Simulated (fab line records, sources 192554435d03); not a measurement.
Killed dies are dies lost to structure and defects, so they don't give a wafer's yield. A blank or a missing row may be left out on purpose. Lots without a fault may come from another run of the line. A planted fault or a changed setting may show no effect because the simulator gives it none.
A struck lot beside a sound one | flow n5_finfet | 37 steps out of a route of 1938
Sound: wafers L593.1, L593.5, L593.6. Struck: wafer L600.4. (L600.1, L600.5 of the same lot were not struck and are left out.) The cause comes at the end.
At each step with rows: each side's tool, then ch and its chambers, then its first start. Under that, the readings that differ: sound wafers | struck wafers | difference of the means | sigmas: that difference in standard deviations of wafers without a fault.
alike: readings whose means differ by less than 2 such deviations, and words and numbers that are the same on both sides. not compared: withheld readings, readings that some wafer has no value for, bounds like >300 that may hide the same value, and numbers for which the record gives no deviation and whose values overlap.
The two part at a step that has a row with sigmas, a row that says differs or no value, or rows on one side only. Numbers that don't overlap but have no deviation are shown without sigmas and don't part them. A reading that every wafer of one side lacks parts them only if that side has two wafers or more.

first, 9 steps without rows for these wafers: N5_BEOL_M12_PRE_CLEAN_42 (time 30 s); N5_BEOL_M12_SPUTTER_43 (material TaN, target thk 15 nm, time 24.19 s); N5_BEOL_M12_SPUTTER_44 (material Ta, target thk 10 nm, time 16.13 s); N5_BEOL_M12_SPUTTER_45 (material Cu, target thk 80 nm, time 13.33 s); N5_BEOL_M12_ECD_47 (material Cu, target thk 720 nm); N5_BEOL_M12_ANNEAL_48 (time 90 s); N5_BEOL_M12_CMP_49 (polishes, stops on SiOC, t overpolish 20.6 s, target thk 320 nm); N5_BEOL_M12_PRE_CLEAN_52 (time 15 s); N5_BEOL_M12_DEP_53 (deposits SiCN from 3MS/NH3, target thk 30 nm, time 10.5 s).
N5_BEOL_M13_ILD_DEP_00: deposits SiOC from DEMS/O2, target thk 837.92 nm, time 166.4 s.
  sound on pecvd-02 ch 0,1, day 12 14:26; struck on pecvd-02 ch 0, day 14 03:02
  reading                                       | sound             | struck | difference | sigmas
  run_length_s (s)                              | 211.6 211.7 212.5 | 286.0  | +74.1      | +99 or more
  throttle_valve_pct (%)                        | 10.9 12.9 11.0    | 12.9   | +1.3       | +2
  model.SiOC_of_BEOL_M13_ILD_DEP_00.thk_nm (nm) | 830 841.6 847.8   | 1225   | +385       |
  alike: heater_power_w, showerhead_plenum_p_Torr, susceptor_temp_C
N5_BEOL_M13_THK_MEAS_01:
  sound on film_metro-01, day 12 14:35; struck on film_metro-01, day 14 03:11
  reading          | sound       | struck | difference | sigmas
  M13_ILD_THK (nm) | 829 842 848 | 1226   | +386       | +40
then, 10 steps without rows for these wafers: N5_BEOL_M13_COAT_58 (time 60 s, resist thk 89 nm); N5_BEOL_M13_COAT_04 (resist thk 400 nm); N5_BEOL_M13_EBR_06; N5_BEOL_M13_SOFTBAKE_05 (time 60 s); N5_BEOL_M13_EXPOSE_07 (exposes mask V12); N5_BEOL_M13_PEB_08 (peb time 90 s); N5_BEOL_M13_DEVELOP_09 (develop time 45 s); N5_BEOL_M13_HARDBAKE_14 (time 120 s); N5_BEOL_M13_DESCUM_15 (chemistry O2, time 7.9 s); N5_BEOL_M13_ETCH_59 (etches BARC in N2/H2, target depth 89 nm, overetch 26.7 nm, time 67.9 s).
N5_BEOL_M13_VIA_ETCH_16: etches SiOC in C4F8/O2/Ar, target depth 921.7 nm.
  sound on rie_diel-06 ch 0,1, day 12 15:11; struck on rie_diel-04 ch 1, day 14 03:47
  reading                                    | sound             | struck | difference | sigmas
  C4F8_flow_sccm (sccm)                      | 14.99 14.98 14.99 | 15.12  | +0.13      | +3
  model.etch.depth_nm (nm)                   | 830 841.6 847.8   | 1225   | +385       |
  model.coat_of_BEOL_M13_COAT_04.thk_nm (nm) | 68 65.8 67.4      | 0      | -67        |
  model.BARC_of_BEOL_M13_COAT_58.thk_nm (nm) | 88.8 88.8 88.8    | 44.8   | -44.0      |
  alike: drypump_motor_current_A, oes_product_au, rf_vpp_V, showerhead_plenum_p_Torr, throttle_valve_pct
N5_BEOL_M13_STRIP_63: strips in N2/H2.
  sound on plasma_asher-02 ch 0,1, day 12 15:26; struck on plasma_asher-02 ch 1, day 14 04:02
  reading                      | sound             | struck | difference | sigmas
  oes_product_au (a.u.)        | 0.662 0.677 0.672 | 0.232  | -0.438     | -93
  strip_time_to_endpoint_s (s) | 27.1 26.4 26.9    | 0.0    | -26.8      | -28
  alike: drypump_motor_current_A, heater_power_w
  not compared: rf_hours_counter_h
N5_BEOL_M13_STRIP_64: strips in N2/H2.
  sound on plasma_asher-02 ch 0,1, day 12 15:29; struck on plasma_asher-02 ch 1, day 14 04:05
  reading                      | sound             | struck | difference | sigmas
  oes_product_au (a.u.)        | 0.717 0.711 0.720 | 0.652  | -0.064     | -13
  strip_time_to_endpoint_s (s) | 31.28 31.25 31.26 | 19.96  | -11.30     | -99 or more
  alike: drypump_motor_current_A, heater_power_w
  not compared: rf_hours_counter_h
then, 11 steps without rows for these wafers: N5_BEOL_M13_STRIP_71 (strips in post etch residue remover, time 60 s); N5_BEOL_M13_SRD_72 (time 30 s, dry time 30 s); N5_BEOL_M13_COAT_65 (time 60 s, resist thk 350 nm); N5_BEOL_M13_COAT_66 (time 60 s, resist thk 110 nm); N5_BEOL_M13_COAT_22 (resist thk 300 nm); N5_BEOL_M13_EBR_24; N5_BEOL_M13_SOFTBAKE_23 (time 60 s); N5_BEOL_M13_EXPOSE_25 (exposes mask M13, target cd 210 nm); N5_BEOL_M13_PEB_26 (peb time 90 s); N5_BEOL_M13_DEVELOP_27 (develop time 45 s); N5_BEOL_M13_HARDBAKE_32 (time 120 s).
N5_BEOL_M13_CMP_49: polishes, stops on SiOC, t overpolish 17.1 s, target thk 420 nm.
  sound on cmp-01 ch 0,3, day 12 22:13; struck on cmp-01 ch 2, day 14 07:10
  reading                                       | sound           | struck | difference | sigmas
  model.SiOC_of_BEOL_M13_ILD_DEP_00.thk_nm (nm) | 772.6 784 789.8 | 1164   | +382       |
  alike: motor_current_A
N5_PASSIVATION_PROBE_49:
  the record has rows for the sound wafers here (prober-02, day 14 00:14) and none for the struck ones

WHERE THEY PART
First at N5_BEOL_M13_ILD_DEP_00; last, within this record, at N5_PASSIVATION_PROBE_49.

WHY: what the simulator had put in
Process parameter drift: pecvd-02, from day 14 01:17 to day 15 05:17, at N5_BEOL_M13_ILD_DEP_00. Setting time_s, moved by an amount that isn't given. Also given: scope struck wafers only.
